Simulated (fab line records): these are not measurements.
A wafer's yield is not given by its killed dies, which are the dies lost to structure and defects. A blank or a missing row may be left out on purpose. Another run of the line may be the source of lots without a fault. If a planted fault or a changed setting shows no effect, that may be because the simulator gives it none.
Chamber matching + flow n5 finfet + N5_FIN_SAQP_HM_DEP_03 on pecvd-04: 3 sister chambers
The step deposits SiNx from SiH4/NH3/N2, target thk 38 nm, time 33.6 s. 3 wafers are shown with their chamber, then 10 later ones without.

== EACH WAFER AND ITS CHAMBER ==
| wafer  | chamber | showerhead plenum p Torr (Torr) |
|--------|---------|---------------------------------|
| L086.2 | 1       | 5.18                            |
| L090.1 | 0       | 5.12                            |
| L090.3 | 2       | 5.16                            |

== WAFERS WITH NO CHAMBER GIVEN ==
| wafer  | showerhead plenum p Torr (Torr) |
|--------|---------------------------------|
| L090.6 | 5.13                            |
| L092.1 | 5.18                            |
| L092.4 | 5.17                            |
| L092.6 | 5.20                            |
| L094.2 | 5.18                            |
| L094.3 | 5.12                            |
| L094.4 | 5.19                            |
| L095.1 | 5.18                            |
| L095.3 | 5.12                            |
| L095.4 | 5.10                            |

== WHICH CHAMBER EACH ONE RAN IN ==
| wafer  | from the rows above     | in truth |
|--------|-------------------------|----------|
| L090.6 | can't be placed: 0 or 2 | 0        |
| L092.1 | can't be placed: 1 or 2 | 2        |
| L092.4 | can't be placed: 1 or 2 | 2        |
| L092.6 | can't be placed: 1 or 2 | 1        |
| L094.2 | can't be placed: 1 or 2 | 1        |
| L094.3 | 0                       | 0        |
| L094.4 | can't be placed: 1 or 2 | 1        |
| L095.1 | can't be placed: 1 or 2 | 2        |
| L095.3 | 0                       | 0        |
| L095.4 | 0                       | 0        |
Correctly placed: 3 of 10. These rows do not allow placing 7 (true chamber among the candidates in 7). Wrongly placed: 0.
How it was worked out, from the rows above alone: a wafer's distance from a chamber is the root of the sum, over the readings, of the square of ((its reading less the chamber's mean) divided by the reading's scatter). The wafer belongs to the nearest chamber; if the next one is less than 2 further off, it can't be placed. For every chamber, the mean is computed from those of its wafers that are shown. The scatter: root of mean squared gap, hidden wafer to nearest shown wafer, with one shown wafer a chamber.
